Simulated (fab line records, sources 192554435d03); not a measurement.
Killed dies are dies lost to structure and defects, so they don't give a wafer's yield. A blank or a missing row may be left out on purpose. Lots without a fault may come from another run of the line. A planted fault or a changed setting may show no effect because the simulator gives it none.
fab line records | flow n5_finfet
record lots=7 wafers=21
route steps=1938 shown PMOS_HMC_CHANNEL_EPI@63 FIN_CUT@157 DUMMY_GATE@222 SD_EPI_N@288 SD_EPI_P@295
start_h: hours from the record's first day to the start of the lot's first wafer shown | wait_h: hours since the lot's step before | " the same as in the row above | L1.1+2: a row that stands for several wafers | - no value, or no start given | * or withheld: withheld | < > ~ a bound
route shown NAME@n: a module of which the file shows steps, and the number in the route of the first | usual: mean/standard deviation of fault-free wafers | same: alike in all rows | chamber/n: place in a boat | sites: the reading at each site | _std_site: their standard deviation | _edge_site: outer sites' mean less inner sites' | radius_mm: how far each site lies from the wafer's centre | mask NAME#n: copy n | behind: the tool/chamber that last shaped the wafer | hold: why the lot was held/for how many hours/how that ended | device: the transistor (n, p or np) that didn't switch | end of line: the same wafers' tests at the end of the route | a step without rows: its recipe alone | killed: dies lost to structure and defects at the first sort, not the wafer's yield | map: a wafer's dies, x killed, . not, _ none there
set.NAME: the setting as run; set.NAME@STEP: as run at that earlier step | model.NAME: the simulator's own value behind a step, which no gauge read
lots whose settings were changed on purpose; a table a step, a row a wafer
## steps
# step N5_PMOS_HMC_CHANNEL_EPI_PEB_07
# recipe peb_temp_c=110 peb_time_s=60 resist=CAR-ArF-block
# columns lot.wafer tool chamber start_h wait_h set.peb_temp_c
L075.1+2+3 litho_track-01 0 23.05 0.1 110
L076.1+2+6 litho_track-03 0 30.18 0.1 110
L077.4+5+6 litho_track-05 0 35.78 0.0 110
L080.1+6 litho_track-03 0 53.16 0.1 110
L080.5 " 0 " " 112.8
L085.1+5 litho_track-05 0 83.68 0.1 110
L085.2 " 0 " " 106.4
L095.1+3+6 litho_track-01 0 143.34 0.1 110
L096.1+4 litho_track-01 0 150.14 0.1 110
L096.6 " 0 " " 108.4
# step N5_PMOS_HMC_CHANNEL_EPI_DEVELOP_08
# recipe develop_time_s=30 developer=TMAH resist=CAR-ArF-block dev_temp_c=23 rinse_liquid=diw dry=air_spin
# step N5_PMOS_HMC_CHANNEL_EPI_CD_MEAS_09
# recipe target_cd_nm=237.4 landing_energy_ev=500 detector=se_inlens
# usual cd_nm=237.7/0.99
# columns lot.wafer tool chamber start_h wait_h set.peb_temp_c@PMOS_HMC_CHANNEL_EPI_PEB_07 cd_nm
L075.1 cd_sem-02 0 23.12 - 110 237.2
L075.2 " 0 " " 110 237.2
L075.3 " 0 " " 110 237.6
L076.1 cd_sem-03 0 30.25 - 110 234.7
L076.2 " 0 " " 110 235.6
L076.6 " 0 " " 110 237.2
L077.4 cd_sem-03 0 35.85 - 110 237.9
L077.5 " 0 " " 110 237.4
L077.6 " 0 " " 110 237.5
L080.1 cd_sem-03 0 53.23 - 110 239.8
L080.5 " 0 " " 112.8 245.8
L080.6 " 0 " " 110 237.5
L085.1 cd_sem-01 0 83.74 - 110 239.3
L085.2 " 0 " " 106.4 226.0
L085.5 " 0 " " 110 235.5
L095.1 cd_sem-02 0 143.41 - 110 237.5
L095.3 " 0 " " 110 238.5
L095.6 " 0 " " 110 238.2
L096.1 cd_sem-02 0 150.21 - 110 239.3
L096.4 " 0 " " 110 239.8
L096.6 " 0 " " 108.4 233.4
# step N5_PMOS_HMC_CHANNEL_EPI_DESCUM_14
# recipe chemistry=O2 time_s=7.9 source_power_w=50 bias_power_w=20 pressure_mtorr=20 rf_frequency_hz=2.712e+07 temp_c=40 resist=CAR-ArF-block o2_flow_sccm=225
# columns lot.wafer tool chamber start_h wait_h set.peb_temp_c@PMOS_HMC_CHANNEL_EPI_PEB_07 model.PMOS_HMC_CHANNEL_EPI.cd_nm
L075.1 rie_diel-01 1 23.21 0.0 110 237.3
L075.2 " 3 " " 110 237.5
L075.3 " 2 " " 110 237.4
L076.1 rie_diel-03 3 30.35 0.0 110 234.9
L076.2 " 0 " " 110 236
L076.6 " 1 " " 110 237.1
L077.4 rie_diel-03 1 35.93 0.0 110 238.4
L077.5 " 2 " " 110 237.4
L077.6 " 1 " " 110 237.5
L080.1 rie_diel-03 2 53.31 0.0 110 239.7
L080.5 " 2 " " 112.8 -
L080.6 " 1 " " 110 238.1
L085.1 rie_diel-05 3 83.83 0.0 110 239.3
L085.2 " 0 " " 106.4 226
L085.5 " 3 " " 110 235.6
L095.1 rie_diel-01 0 143.50 0.0 110 237.6
L095.3 " 2 " " 110 238.3
L095.6 " 0 " " 110 238.2
L096.1 rie_diel-05 1 150.30 0.0 110 239.4
L096.4 " 3 " " 110 239.9
L096.6 " 0 " " 108.4 233.6
# step N5_PMOS_HMC_CHANNEL_EPI_ETCH_32
# recipe chemistry=N2/H2 target=BARC stop_on=SiO2 target_depth_a=858 over_etch_frac=0.3 time_s=50.3 ion_energy_ev=200 mask_material=CAR-ArF-block pressure_mtorr=30 source_w=840 bias_w=150 n2_flow_sccm=200 h2_flow_sccm=200
# columns lot.wafer tool chamber start_h wait_h set.peb_temp_c@PMOS_HMC_CHANNEL_EPI_PEB_07 model.PMOS_HMC_CHANNEL_EPI.cd_nm
L075.1 rie_diel-01 1 23.24 0.0 110 239.6
L075.2 " 3 " " 110 240
L075.3 " 2 " " 110 239.9
L076.1 rie_diel-03 3 30.39 0.0 110 237.3
L076.2 " 0 " " 110 238.2
L076.6 " 1 " " 110 239.4
L077.4 rie_diel-03 1 35.97 0.0 110 241.1
L077.5 " 2 " " 110 240.6
L077.6 " 1 " " 110 240
L080.1 rie_diel-03 2 53.35 0.0 110 242.4
L080.5 " 2 " " 112.8 249.2
L080.6 " 1 " " 110 241
L085.1 rie_diel-05 3 83.87 0.0 110 242
L085.2 " 0 " " 106.4 228
L085.5 " 3 " " 110 238.2
L095.1 rie_diel-01 0 143.53 0.0 110 240.6
L095.3 " 2 " " 110 240.9
L095.6 " 0 " " 110 240.4
L096.1 rie_diel-05 1 150.34 0.0 110 242.1
L096.4 " 3 " " 110 242.7
L096.6 " 0 " " 108.4 236.4
# step N5_FIN_CUT_COAT_02
# recipe resist=CAR-EUV spin_rpm=1500 resist_thk_nm=30
# columns lot.wafer tool chamber start_h wait_h set.spin_rpm model.CAR-EUV_of_FIN_CUT_COAT_02.thk_nm
L075.1+2+3 litho_track-04 0 - - 1500 30.2
L076.1 litho_track-03 0 - - 1344 31.8
L076.2 " 0 " " 1500 30
L076.6 " 0 " " 1344 31.6
L077.4+5 litho_track-04 0 - - 1649 28.8
L077.6 " 0 " " 1500 30.2
L080.1+5+6 litho_track-04 0 - - 1500 30
L085.1+5 litho_track-04 0 - - 1500 30
L085.2 " 0 " " 1500 30.2
L095.1+3+6 litho_track-03 0 - - 1500 30
L096.1+6 litho_track-01 0 - - 1500 30
L096.4 " 0 " " 1572 29.2
# step N5_FIN_CUT_EBR_04
# recipe solvent=PGMEA ebr_width_mm=1.5
# step N5_FIN_CUT_SOFTBAKE_03
# recipe temp_c=110 time_s=60 resist=CAR-EUV
# step N5_FIN_CUT_EXPOSE_05
# recipe mask_id=FIN_CUT na=0.33 source_shape=annular sigma_inner=0.35 sigma_outer=0.8 polarization=unpolarized dose_mj=45.75
# step N5_FIN_CUT_PEB_06
# recipe peb_temp_c=100 peb_time_s=60 resist=CAR-EUV
# step N5_FIN_CUT_DEVELOP_07
# recipe develop_time_s=30 developer=TMAH resist=CAR-EUV rinse_liquid=surfactant_rinse dry=air_spin dev_temp_c=23
# columns lot.wafer tool chamber start_h wait_h set.spin_rpm@FIN_CUT_COAT_02 model.CAR-EUV_of_FIN_CUT_COAT_02.thk_nm
L075.1 litho_track-04 0 - - 1500 29.6
L075.2+3 " 0 " " 1500 29.8
L076.1+6 litho_track-03 0 - - 1344 31.2
L076.2 " 0 " " 1500 29.6
L077.4+5 litho_track-03 0 - - 1649 28.2
L077.6 " 0 " " 1500 29.8
L080.1+5+6 litho_track-03 0 - - 1500 29.6
L085.1+2+5 litho_track-04 0 - - 1500 29.6
L095.1+3 litho_track-04 0 - - 1500 29.6
L095.6 " 0 " " 1500 29.4
L096.1 litho_track-04 0 - - 1500 29.4
L096.4 " 0 " " 1572 28.8
L096.6 " 0 " " 1500 29.6
# step N5_DUMMY_GATE_COAT_34
# recipe resist=SOC temp_c=250 time_s=60 spin_rpm=1500 resist_thk_nm=60
# columns lot.wafer tool chamber start_h wait_h set.spin_rpm model.SOC_of_DUMMY_GATE_COAT_34.thk_nm
L075.1+2 litho_track-05 0 50.39 0.1 1500 60.2
L075.3 " 0 " " 1500 60
L076.1 litho_track-02 0 59.13 0.0 1500 60.2
L076.2 " 0 " " 1453 61.2
L076.6 " 0 " " 1500 60
L077.4+6 litho_track-05 0 68.44 0.0 1342 63.4
L077.5 " 0 " " 1500 59.8
L080.1+5+6 litho_track-05 0 83.40 0.0 1500 60
L085.1+2+5 litho_track-05 0 113.78 0.0 1500 60.2
L095.1 litho_track-03 0 175.63 0.0 1500 59.8
L095.3 " 0 " " 1500 60.2
L095.6 " 0 " " 1500 60
L096.1 litho_track-03 0 180.66 0.0 1500 59.6
L096.4 " 0 " " 1500 59.8
L096.6 " 0 " " 1630 57.2
# step N5_DUMMY_GATE_EXPOSE_12
# recipe mask_id=GATE na=0.33 source_shape=annular sigma_inner=0.2 sigma_outer=0.6 polarization=unpolarized target_cd_nm=25 dose_mj=34
# columns lot.wafer tool chamber start_h wait_h mask set.dose_mj
L075.1+2+3 euv_scanner-01 0 50.65 - GATE#0 34
L076.1+2+6 euv_scanner-02 0 59.39 - GATE#0 34
L077.4 euv_scanner-01 0 68.72 - GATE#0 36.4
L077.5+6 " 0 " " GATE#0 34
L080.1+6 euv_scanner-02 0 83.66 - GATE#0 34
L080.5 " 0 " " GATE#0 35.74
L085.1+2 euv_scanner-01 0 113.92 - GATE#0 34
L085.5 " 0 " " GATE#0 34.93
L095.1 euv_scanner-02 0 175.77 - GATE#0 34
L095.3+6 " 0 " " GATE#0 32.51
L096.1+4+6 euv_scanner-02 0 180.80 - GATE#0 34
# step N5_DUMMY_GATE_PEB_13
# recipe peb_temp_c=100 peb_time_s=60 resist=CAR-EUV
# step N5_DUMMY_GATE_DEVELOP_14
# recipe develop_time_s=30 developer=TMAH resist=CAR-EUV rinse_liquid=surfactant_rinse dry=air_spin dev_temp_c=23
# step N5_DUMMY_GATE_CD_MEAS_15
# recipe target_cd_nm=25.8 landing_energy_ev=500 detector=se_inlens
# usual cd_nm=24.98/0.25
# columns lot.wafer tool chamber start_h wait_h set.dose_mj@DUMMY_GATE_EXPOSE_12 cd_nm
L075.1 cd_sem-01 0 50.77 - 34 24.76
L075.2 " 0 " " 34 24.81
L075.3 " 0 " " 34 24.79
L076.1 cd_sem-02 0 59.52 - 34 24.78
L076.2 " 0 " " 34 25.33
L076.6 " 0 " " 34 25.07
L077.4 cd_sem-01 0 68.84 - 36.4 23.72
L077.5 " 0 " " 34 25.18
L077.6 " 0 " " 34 24.90
L080.1 cd_sem-03 0 83.79 - 34 25.26
L080.5 " 0 " " 35.74 24.07
L080.6 " 0 " " 34 24.92
L085.1 cd_sem-03 0 114.05 - 34 25.19
L085.2 " 0 " " 34 25.46
L085.5 " 0 " " 34.93 24.83
L095.1 cd_sem-01 0 175.90 - 34 25.26
L095.3 " 0 " " 32.51 26.17
L095.6 " 0 " " 32.51 26.03
L096.1 cd_sem-03 0 180.92 - 34 24.93
L096.4 " 0 " " 34 25.09
L096.6 " 0 " " 34 25.01
# step N5_DUMMY_GATE_ETCH_29
# recipe chemistry=N2/H2 target=underlayer target_depth_a=130 ion_energy_ev=200 pressure_mtorr=30 source_w=840 bias_w=150 n2_flow_sccm=200 h2_flow_sccm=200
# step N5_DUMMY_GATE_ETCH_36
# recipe chemistry=CF4 target=SiARC target_depth_a=130 pressure_mtorr=40 source_w=545 bias_w=36 Ar_flow_sccm=100 cf4_flow_sccm=100 ion_energy_ev=80
# step N5_DUMMY_GATE_ETCH_37
# recipe chemistry=N2/H2 target=SOC target_depth_a=600 overetch_a=300 temp_c=40 ion_energy_ev=200 pressure_mtorr=30 source_w=840 bias_w=150 n2_flow_sccm=200 h2_flow_sccm=200
# columns lot.wafer tool chamber start_h wait_h set.spin_rpm@DUMMY_GATE_COAT_34 model.etch.depth_nm
L075.1 rie_diel-01 3 51.19 0.0 1500 60.24
L075.2 " 2 " " 1500 60.21
L075.3 " 0 " " 1500 59.93
L076.1 rie_diel-05 2 60.03 0.0 1500 60.14
L076.2 " 0 " " 1453 61.11
L076.6 " 2 " " 1500 60.06
L077.4 rie_diel-05 2 69.10 0.0 1342 63.46
L077.5 " 3 " " 1500 59.78
L077.6 " 0 " " 1342 63.42
L080.1+5 rie_diel-05 2,1 84.15 0.0 1500 60.1
L080.6 " 0 " " 1500 60.09
L085.1 rie_diel-01 1 114.33 0.0 1500 60.18
L085.2 " 3 " " 1500 60.13
L085.5 " 2 " " 1500 60.24
L095.1 rie_diel-05 2 176.32 0.0 1500 59.87
L095.3 " 1 " " 1500 60.27
L095.6 " 3 " " 1500 60.08
L096.1 rie_diel-05 1 181.32 0.0 1500 59.67
L096.4 " 3 " " 1500 59.79
L096.6 " 3 " " 1630 57.17
# step N5_DUMMY_GATE_STRIP_38
# recipe chemistry=N2/H2 temp_c=40 n2_flow_sccm=200 h2_flow_sccm=200 rf_frequency_hz=6e+07
# step N5_DUMMY_GATE_STRIP_39
# recipe chemistry=N2/H2 temp_c=40 n2_flow_sccm=200 h2_flow_sccm=200 rf_frequency_hz=6e+07
# step N5_DUMMY_GATE_TRIM_49
# recipe chemistry=O2 resist=SOC time_s=29 target_cd_nm=14 source_power_w=300 bias_power_w=0 O2_flow_sccm=100 temp_c=20
# columns lot.wafer tool chamber start_h wait_h set.dose_mj@DUMMY_GATE_EXPOSE_12 model.DUMMY_GATE.cd_nm
L075.1 rie_si-05 2 51.27 0.0 34 14.4
L075.2+3 " 3,1 " " 34 14
L076.1+2 rie_si-02 3,1 60.11 0.0 34 14.2
L076.6 " 0 " " 34 14
L077.4 rie_si-06 1 69.22 0.1 36.4 12.4
L077.5 " 2 " " 34 13.8
L077.6 " 3 " " 34 14
L080.1 rie_si-02 3 84.23 0.0 34 14
L080.5 " 1 " " 35.74 13
L080.6 " 0 " " 34 14.2
L085.1 rie_si-02 3 114.41 0.0 34 14
L085.2 " 2 " " 34 14.4
L085.5 " 1 " " 34.93 13.4
L095.1 rie_si-06 1 176.40 0.0 34 13.8
L095.3 " 2 " " 32.51 15
L095.6 " 0 " " 32.51 14.8
L096.1+6 rie_si-02 2,0 181.40 0.0 34 13.8
L096.4 " 1 " " 34 13.4
# step N5_DUMMY_GATE_STRIP_40
# recipe chemistry=CF4 resist=SiARC power_w=300 bias_power_w=75 pressure_mtorr=50 cf4_flow_sccm=150 rf_frequency_hz=6e+07
# step N5_DUMMY_GATE_CD_MEAS_50
# recipe target_cd_nm=14
# usual cd_nm=14.0/0.31
# columns lot.wafer tool chamber start_h wait_h set.dose_mj@DUMMY_GATE_EXPOSE_12 cd_nm
L075.1 cd_sem-03 - 51.47 0.0 34 14.5
L075.2 " - " " 34 14.0
L075.3 " - " " 34 14.0
L076.1 cd_sem-03 - 60.25 0.0 34 13.9
L076.2 " - " " 34 14.4
L076.6 " - " " 34 14.3
L077.4 cd_sem-01 - 69.34 0.0 36.4 12.4
L077.5 " - " " 34 13.8
L077.6 " - " " 34 14.0
L080.1 cd_sem-02 - 84.38 0.0 34 14.1
L080.5 " - " " 35.74 13.2
L080.6 " - " " 34 14.3
L085.1 cd_sem-03 - 114.57 0.0 34 14.0
L085.2 " - " " 34 14.3
L085.5 " - " " 34.93 13.0
L095.1 cd_sem-01 - 176.58 0.0 34 13.8
L095.3 " - " " 32.51 15.1
L095.6 " - " " 32.51 14.8
L096.1 cd_sem-02 - 181.55 0.0 34 13.9
L096.4 " - " " 34 13.3
L096.6 " - " " 34 13.8
# step N5_DUMMY_GATE_ETCH_31
# recipe chemistry=C4F6/O2 target=SiO2 mask_material=SOC target_depth_a=825 time_s=27.5 ion_energy_ev=250 pressure_mtorr=30 source_w=345 bias_w=185 Ar_flow_sccm=300 C4F6_flow_sccm=10 O2_flow_sccm=10
# columns lot.wafer tool chamber start_h wait_h set.spin_rpm@DUMMY_GATE_COAT_34 model.SOC_of_DUMMY_GATE_COAT_34.thk_nm
L075.1+2 rie_diel-05 3,0 51.55 0.1 1500 52
L075.3 " 1 " " 1500 51.6
L076.1+6 rie_diel-01 1 60.31 0.1 1500 51.8
L076.2 " 0 " " 1453 52.8
L077.4 rie_diel-01 3 69.38 0.0 1342 55.4
L077.5 " 2 " " 1500 51.4
L077.6 " 3 " " 1342 55.2
L080.1+5+6 rie_diel-03 2,0,1 84.57 0.2 1500 52
L085.1+5 rie_diel-03 0 114.62 0.0 1500 52
L085.2 " 3 " " 1500 51.8
L095.1 rie_diel-01 3 176.63 0.0 1500 51.6
L095.3+6 " 0,3 " " 1500 52
L096.1+4 rie_diel-05 0,2 181.60 0.0 1500 51.4
L096.6 " 0 " " 1630 48.8
# step N5_DUMMY_GATE_STRIP_41
# recipe chemistry=O2 power_w=400 temp_c=40 pressure_mtorr=30 rf_frequency_hz=6e+07 bias_power_w=0 overash_fraction=0.3 o2_flow_sccm=225
# step N5_DUMMY_GATE_HM_OPEN_21
# recipe chemistry=CH3F/O2 target=SiNx target_depth_a=1200 Ar_flow_sccm=150 CH3F_flow_sccm=30 O2_flow_sccm=23 time_s=171.4 pressure_mtorr=30 source_w=395 bias_w=73 ion_energy_ev=120.7
# step N5_DUMMY_GATE_ETCH_23
# recipe chemistry=HBr/Cl2/O2 HBr_flow_sccm=150 Cl2_flow_sccm=80 O2_flow_sccm=12 bias_w=102 target_depth_a=410 time_s=22.3 target=poly-Si mask_material=SiO2 pressure_mtorr=10 icp_w=800
# step N5_DUMMY_GATE_ETCH_44
# recipe chemistry=HBr/O2 over_etch_frac=0.7 target_depth_a=1275 stop_on=SiO2 ion_energy_ev=60 bias_w=20 target=poly-Si mask_material=SiO2 pressure_mtorr=20 icp_w=400 HBr_flow_sccm=120 O2_flow_sccm=10
# step N5_DUMMY_GATE_CD_MEAS_24
# recipe target_cd_nm=15
# usual cd_nm=15.1/0.31
# columns lot.wafer tool chamber start_h wait_h set.dose_mj@DUMMY_GATE_EXPOSE_12 cd_nm
L075.1 cd_sem-02 - 51.99 0.1 34 15.5
L075.2 " - " " 34 15.2
L075.3 " - " " 34 15.0
L076.1 cd_sem-03 - 60.76 0.1 34 15.2
L076.2 " - " " 34 15.3
L076.6 " - " " 34 15.4
L077.4 cd_sem-02 - 69.84 0.1 36.4 13.8
L077.5 " - " " 34 15.0
L077.6 " - " " 34 15.5
L080.1 cd_sem-03 - 85.02 0.1 34 14.9
L080.5 " - " " 35.74 13.8
L080.6 " - " " 34 15.7
L085.1 cd_sem-02 - 115.06 0.1 34 15.4
L085.2 " - " " 34 15.7
L085.5 " - " " 34.93 14.3
L095.1 cd_sem-02 - 177.07 0.1 34 14.9
L095.3 " - " " 32.51 15.9
L095.6 " - " " 32.51 15.7
L096.1 cd_sem-02 - 182.05 0.1 34 14.8
L096.4 " - " " 34 14.4
L096.6 " - " " 34 14.9
# step N5_SD_EPI_N_EPI_21
# recipe material=Si:P dopant=P temp_c=680 pressure_torr=255 time_s=690
# columns lot.wafer tool chamber start_h wait_h set.time_s model.Si-P_of_SD_EPI_N_EPI_21.thk_nm
L075.1 epi_rpcvd-02 0 55.04 0.1 690 58.6
L075.2 " 0 " " 690 59.4
L075.3 " 0 " " 690 59.8
L076.1 epi_rpcvd-03 0 63.70 0.1 563.4 51
L076.2 " 0 " " 563.4 51.2
L076.6 " 0 65.10 1.4 690 59
L077.4 epi_rpcvd-01 0 74.19 1.2 737.3 61.6
L077.5 " 0 " " 690 58
L077.6 " 0 " " 690 59
L080.1 epi_rpcvd-03 0 89.80 0.1 690 59.4
L080.5 " 0 90.92 1.1 690 58.8
L080.6 " 0 " " 690 58.6
L085.1 epi_rpcvd-01 0 118.48 0.1 690 58.6
L085.2 " 0 " " 690 58.8
L085.5 " 0 " " 690 59.2
L095.1 epi_rpcvd-03 0 180.75 0.2 690 59.4
L095.3+6 " 0 " " 606.9 54.6
L096.1+4 epi_rpcvd-01 0 185.93 0.2 690 59.4
L096.6 " 0 187.79 1.9 690 58.8
# step N5_SD_EPI_N_EPI_MEAS_23
# recipe mode=xrd
# usual thk_nm=59.1/1.1
# columns lot.wafer tool chamber start_h wait_h set.time_s@SD_EPI_N_EPI_21 thk_nm
L075.1 film_metro-02 - 56.76 1.4 690 58.2
L075.2 " - " " 690 59.2
L075.3 " - " " 690 59.6
L076.1 film_metro-02 - 65.42 1.5 563.4 53.0
L076.2 " - " " 563.4 51.7
L076.6 " - " " 690 60.4
L077.4 film_metro-02 - 75.36 0.8 737.3 61.4
L077.5 " - " " 690 57.7
L077.6 " - " " 690 58.6
L080.1 film_metro-01 - 91.52 1.4 690 59.5
L080.5 " - " " 690 58.7
L080.6 " - " " 690 57.6
L085.1 film_metro-01 - 120.19 1.4 690 58.2
L085.2 " - " " 690 59.0
L085.5 " - " " 690 59.8
L095.1 film_metro-02 - 183.03 1.9 690 60.6
L095.3 " - " " 606.9 54.5
L095.6 " - " " 606.9 54.4
L096.1 film_metro-02 - 188.20 1.9 690 59.0
L096.4 " - " " 690 61.0
L096.6 " - " " 690 58.1
# step N5_SD_EPI_P_COAT_34
# recipe resist=SOC temp_c=250 time_s=60 spin_rpm=1500 resist_thk_nm=350
# columns lot.wafer tool chamber start_h wait_h set.spin_rpm model.SOC_of_SD_EPI_P_COAT_34.thk_nm
L075.1 litho_track-01 0 57.95 0.0 1500 350.2
L075.2 " 0 " " 1500 351.4
L075.3 " 0 " " 1500 351
L076.1 litho_track-05 0 66.00 0.0 1368 367
L076.2 " 0 " " 1500 351
L076.6 " 0 " " 1500 351.6
L077.4+5 litho_track-05 0 76.16 0.0 1562 344
L077.6 " 0 " " 1500 352
L080.1 litho_track-05 0 92.28 0.0 1500 350
L080.5 " 0 " " 1644 333.8
L080.6 " 0 " " 1500 349.8
L085.1 litho_track-01 0 120.96 0.0 1500 350.6
L085.2 " 0 " " 1500 349.8
L085.5 " 0 " " 1578 341
L095.1 litho_track-05 0 183.95 0.0 1652 334.4
L095.3 " 0 " " 1500 351
L095.6 " 0 " " 1500 349.4
L096.1 litho_track-01 0 188.79 0.0 1500 350
L096.4 " 0 " " 1580 341.2
L096.6 " 0 " " 1500 350.8
## key
split step=N5_PMOS_HMC_CHANNEL_EPI_PEB_07 setting=peb_temp_c stated=110 by=wafer
response step=N5_PMOS_HMC_CHANNEL_EPI_CD_MEAS_09 reading=cd_nm change=+3.34 per=1% r=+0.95
response step=N5_PMOS_HMC_CHANNEL_EPI_DESCUM_14 reading=model.PMOS_HMC_CHANNEL_EPI.cd_nm change=+3.63 per=1% r=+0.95
response step=N5_PMOS_HMC_CHANNEL_EPI_ETCH_32 reading=model.PMOS_HMC_CHANNEL_EPI.cd_nm change=+3.49 per=1% r=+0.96
split step=N5_FIN_CUT_COAT_02 setting=spin_rpm stated=1500 by=wafer
response step=N5_FIN_CUT_COAT_02 reading=model.CAR-EUV_of_FIN_CUT_COAT_02.thk_nm change=-0.154 per=1% r=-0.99
response step=N5_FIN_CUT_DEVELOP_07 reading=model.CAR-EUV_of_FIN_CUT_COAT_02.thk_nm change=-0.156 per=1% r=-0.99
split step=N5_DUMMY_GATE_COAT_34 setting=spin_rpm stated=1500 by=wafer
response step=N5_DUMMY_GATE_COAT_34 reading=model.SOC_of_DUMMY_GATE_COAT_34.thk_nm change=-0.322 per=1% r=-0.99
response step=N5_DUMMY_GATE_ETCH_37 reading=model.etch.depth_nm change=-0.327 per=1% r=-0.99
response step=N5_DUMMY_GATE_ETCH_31 reading=model.SOC_of_DUMMY_GATE_COAT_34.thk_nm change=-0.341 per=1% r=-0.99
split step=N5_DUMMY_GATE_EXPOSE_12 setting=dose_mj stated=34 by=wafer
response step=N5_DUMMY_GATE_CD_MEAS_15 reading=cd_nm change=-0.19 per=1% r=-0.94
response step=N5_DUMMY_GATE_TRIM_49 reading=model.DUMMY_GATE.cd_nm change=-0.226 per=1% r=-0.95
response step=N5_DUMMY_GATE_CD_MEAS_50 reading=cd_nm change=-0.235 per=1% r=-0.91
response step=N5_DUMMY_GATE_CD_MEAS_24 reading=cd_nm change=-0.246 per=1% r=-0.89
split step=N5_SD_EPI_N_EPI_21 setting=time_s stated=690 by=wafer
response step=N5_SD_EPI_N_EPI_21 reading=model.Si-P_of_SD_EPI_N_EPI_21.thk_nm change=+0.424 per=1% r=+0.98
response step=N5_SD_EPI_N_EPI_MEAS_23 reading=thk_nm change=* per=1% r=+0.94
split step=N5_SD_EPI_P_COAT_34 setting=spin_rpm stated=1500 by=wafer
response step=N5_SD_EPI_P_COAT_34 reading=model.SOC_of_SD_EPI_P_COAT_34.thk_nm change=-1.69 per=1% r=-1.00
